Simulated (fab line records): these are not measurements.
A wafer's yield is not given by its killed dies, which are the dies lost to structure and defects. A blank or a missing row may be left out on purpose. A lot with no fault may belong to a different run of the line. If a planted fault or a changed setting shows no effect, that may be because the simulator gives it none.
What tool caused it? | flow nand_harc | 24 lots with 72 wafers sampled at 3 steps, on a route of 1302 steps

== WHAT EACH GAUGE READ, for each wafer ==
NHARC_P_START_INSPECT_01.
lot  | measured     | on                | raw_defect_count
L074 | day 1 20:02  | defect_inspect-01 | 3 1 0
L075 | day 2 06:02  | defect_inspect-01 | 3 4 2
L076 | day 2 16:03  | defect_inspect-02 | 6 1 2
L077 | day 3 02:02  | defect_inspect-01 | 1 1 7
L078 | day 3 12:02  | defect_inspect-01 | 0 4 7
L079 | day 3 22:02  | defect_inspect-01 | 4 5 4
L080 | day 4 08:02  | defect_inspect-02 | 3 1 2
L081 | day 4 18:02  | defect_inspect-01 | 3 1 3
L082 | day 5 04:02  | defect_inspect-01 | 5 4 1
L083 | day 5 14:02  | defect_inspect-02 | 3 3 6
L084 | day 6 00:02  | defect_inspect-01 | 3 5 3
L085 | day 6 10:02  | defect_inspect-02 | 1 3 4
L086 | day 6 20:02  | defect_inspect-02 | 6 5 4
L087 | day 7 06:02  | defect_inspect-02 | 4 2 6
L088 | day 7 16:02  | defect_inspect-02 | 3 0 3
L089 | day 8 02:02  | defect_inspect-01 | 4 2 3
L090 | day 8 12:02  | defect_inspect-02 | 4 4 5
L091 | day 8 22:02  | defect_inspect-01 | 3 4 4
L092 | day 9 08:02  | defect_inspect-01 | 2 1 4
L093 | day 9 18:02  | defect_inspect-01 | 7 5 2
L094 | day 10 04:02 | defect_inspect-02 | 4 4 5
L095 | day 10 14:02 | defect_inspect-01 | 3 3 6
L096 | day 11 00:02 | defect_inspect-01 | 4 3 3
L097 | day 11 10:02 | defect_inspect-01 | 4 3 4

NHARC_P_STI_OCD_MEAS_43.
lot  | measured     | on     | trench_depth_nm (nm) | trench_foot_cd_nm (nm)
L074 | day 2 22:14  | ocd-01 | 308 296 293          | 154.1 160.8 159.3
L075 | day 3 06:56  | ocd-01 | 295 298 297          | 157.8 160.2 162.7
L076 | day 3 18:37  | ocd-02 | 305 302 300          | 155.1 161.0 155.9
L077 | day 4 04:48  | ocd-02 | 299 304 297          | 153.8 155.4 153.4
L078 | day 4 13:56  | ocd-02 | 304 300 296          | 154.7 160.2 157.6
L079 | day 4 22:08  | ocd-02 | 308 304 303          | 153.1 159.7 158.7
L080 | day 5 12:00  | ocd-01 | 298 299 300          | 155.0 159.2 153.7
L081 | day 5 19:44  | ocd-02 | 308 301 305          | 158.7 159.1 160.8
L082 | day 6 05:58  | ocd-02 | 299 307 297          | 158.2 155.6 155.9
L083 | day 6 14:15  | ocd-01 | 300 296 297          | 156.5 164.5 156.7
L084 | day 7 02:34  | ocd-01 | 296 298 310          | 162.1 159.7 154.1
L085 | day 7 10:55  | ocd-01 | 307 304 296          | 159.2 158.4 157.8
L086 | day 7 21:27  | ocd-02 | 303 298 296          | 156.9 159.8 162.7
L087 | day 8 09:07  | ocd-01 | 304 296 297          | 157.8 154.1 158.3
L088 | day 8 15:23  | ocd-02 | 310 299 304          | 156.9 156.8 159.0
L089 | day 9 02:15  | ocd-01 | 308 300 304          | 157.3 159.7 159.8
L090 | day 9 11:23  | ocd-02 | 303 298 294          | 161.9 160.4 159.4
L091 | day 9 23:38  | ocd-01 | 307 305 306          | 156.3 156.0 161.5
L092 | day 10 07:46 | ocd-02 | 299 296 303          | 154.5 159.3 155.6
L093 | day 10 18:07 | ocd-01 | 303 304 303          | 159.0 152.7 157.9
L094 | day 11 06:56 | ocd-02 | 302 306 301          | 158.8 160.0 156.8
L095 | day 11 17:05 | ocd-01 | 298 308 304          | 151.4 155.1 155.1
L096 | day 12 05:07 | ocd-02 | 302 302 297          | 153.8 153.8 157.3
L097 | day 12 11:31 | ocd-01 | 300 303 303          | 160.6 160.7 156.9

== WHICH TOOL RAN EACH LOT (tool, then ch and the chambers of the sampled wafers, then the start) ==
lot  | NHARC_P_STI_ETCH_31
L074 | rie_diel-13 ch 0,2,3, day 2 22:14 or earlier
L075 | rie_diel-12 ch 1,2,3, day 3 06:56 or earlier
L076 | rie_diel-01 ch 0,1, day 3 18:37 or earlier
L077 | rie_diel-01 ch 0,1, day 4 04:48 or earlier
L078 | rie_diel-13 ch 0,2,3, day 4 13:56 or earlier
L079 | rie_diel-01 ch 0,1,3, day 4 22:08 or earlier
L080 | rie_diel-01 ch 1,3, day 5 12:00 or earlier
L081 | rie_diel-01 ch 0,2, day 5 19:44 or earlier
L082 | rie_diel-13 ch 0,1,2, day 6 05:58 or earlier
L083 | rie_diel-12 ch 0,2,3, day 6 14:15 or earlier
L084 | rie_diel-12 ch 0,1,3, day 7 02:34 or earlier
L085 | rie_diel-01 ch 1,3, day 7 10:55 or earlier
L086 | rie_diel-13 ch 1,2,3, day 7 21:27 or earlier
L087 | rie_diel-13 ch 0,2,3, day 8 09:07 or earlier
L088 | rie_diel-12 ch 1,3, day 8 15:23 or earlier
L089 | rie_diel-01 ch 2,3, day 9 02:15 or earlier
L090 | rie_diel-13 ch 0,2, day 9 11:23 or earlier
L091 | rie_diel-01 ch 0,1,2, day 9 23:38 or earlier
L092 | rie_diel-01 ch 1,2,3, day 10 07:46 or earlier
L093 | rie_diel-13 ch 2,3, day 10 18:07 or earlier
L094 | rie_diel-12 ch 0,1,2, day 11 06:56 or earlier
L095 | rie_diel-13 ch 0,1, day 11 17:05 or earlier
L096 | rie_diel-12 ch 0,2,3, day 12 05:07 or earlier
L097 | rie_diel-13 ch 2,3, day 12 11:31 or earlier
- NHARC_P_STI_ETCH_31: etches the open film in CF4/CHF3, target depth 108.9 nm, time 54.5 s.

== AS READ BY THE TOOLS THEMSELVES (means over the sampled wafers that have a number; for cases with no such wafer, the mark the record gives instead) ==
NHARC_P_STI_ETCH_31.
lot  | tool        | chf3_flow_sccm (sccm) | drypump_motor_current_A (A) | oes_product_au (a.u.) | rf_vpp_V (V) | showerhead_plenum_p_Torr (Torr) | throttle_valve_pct (%)
L074 | rie_diel-13 | 29.98                 | 5.7                         | 0.968                 | 369.7        | 1.55                            | 16.803
L075 | rie_diel-12 | 30.03                 | 5.5                         | 0.955                 | 371.2        | 1.61                            | 16.805
L076 | rie_diel-01 | 30.04                 | 5.5                         | 0.957                 | 372.1        | 1.62                            | 16.805
L077 | rie_diel-01 | 30.06                 | 5.3                         | 0.977                 | 371.7        | 1.63                            | 16.801
L078 | rie_diel-13 | 29.87                 | 5.7                         | 0.965                 | 369.9        | 1.55                            | 16.808
L079 | rie_diel-01 | 29.94                 | 5.5                         | 0.977                 | 372.3        | 1.63                            | 16.809
L080 | rie_diel-01 | 30.09                 | 5.6                         | 0.975                 | 372.5        | 1.63                            | 16.808
L081 | rie_diel-01 | 30.13                 | 6.0                         | 0.972                 | 372.6        | 1.62                            | 16.795
L082 | rie_diel-13 | 30.10                 | 5.7                         | 0.949                 | 370.1        | 1.57                            | 16.810
L083 | rie_diel-12 | 30.02                 | 5.6                         | 0.978                 | 369.7        | 1.55                            | 16.807
L084 | rie_diel-12 | 30.03                 | 5.6                         | 0.970                 | 371.9        | 1.62                            | 16.787
L085 | rie_diel-01 | 29.93                 | 5.6                         | 0.974                 | 371.7        | 1.62                            | 16.812
L086 | rie_diel-13 | 30.02                 | 5.7                         | 0.962                 | 371.4        | 1.59                            | 16.796
L087 | rie_diel-13 | 30.01                 | 5.7                         | 0.954                 | 369.2        | 1.55                            | 16.798
L088 | rie_diel-12 | 29.90                 | 5.4                         | 0.962                 | 374.9        | 1.67                            | 16.793
L089 | rie_diel-01 | 30.02                 | 5.8                         | 0.972                 | 372.5        | 1.62                            | 16.802
L090 | rie_diel-13 | 29.99                 | 5.4                         | 0.945                 | 370.4        | 1.57                            | 16.804
L091 | rie_diel-01 | 29.89                 | 5.7                         | 0.973                 | 372.0        | 1.62                            | 16.798
L092 | rie_diel-01 | 30.00                 | 5.9                         | 0.953                 | 372.3        | 1.61                            | 16.803
L093 | rie_diel-13 | 29.98                 | 5.6                         | 0.966                 | 370.2        | 1.57                            | 16.802
L094 | rie_diel-12 | 29.92                 | 5.5                         | 0.976                 | 369.3        | 1.56                            | 16.799
L095 | rie_diel-13 | 29.99                 | 6.0                         | 0.947                 | 368.8        | 1.52                            | 16.801
L096 | rie_diel-12 | 30.03                 | 5.6                         | 0.961                 | 370.0        | 1.55                            | 16.804
L097 | rie_diel-13 | 29.94                 | 5.6                         | 0.949                 | 369.6        | 1.57                            | 16.800

== THE ANSWER, worked out from the rows above alone ==
Rule: what is usual is taken from the lots themselves. The widest of any qualifying gaps counts: lots, ordered by their means at a reading, are off when they make up no more than a third of the lots, leave a main group of 4 or more, and stand apart from it by 3 or more times the standard deviation of that group's means. A main group whose means are all the same, to the digits that the tables above print for the reading, isn't used. A lot without any number at a reading at which 4 lots or more have one is off too. Where the step has rows for the other lots, those lots are counted as sound. The gauges are gone through in route order, then the tools' own readings, and for those a lot's mean is taken as printed above. The first step at which some lot is off is used, and at that step the reading that is off furthest; a lot without a number counts as furthest.
No lot is off at any reading shown: from this, nothing can be told.

== WHAT HAD BEEN PUT IN BY THE SIMULATOR ==
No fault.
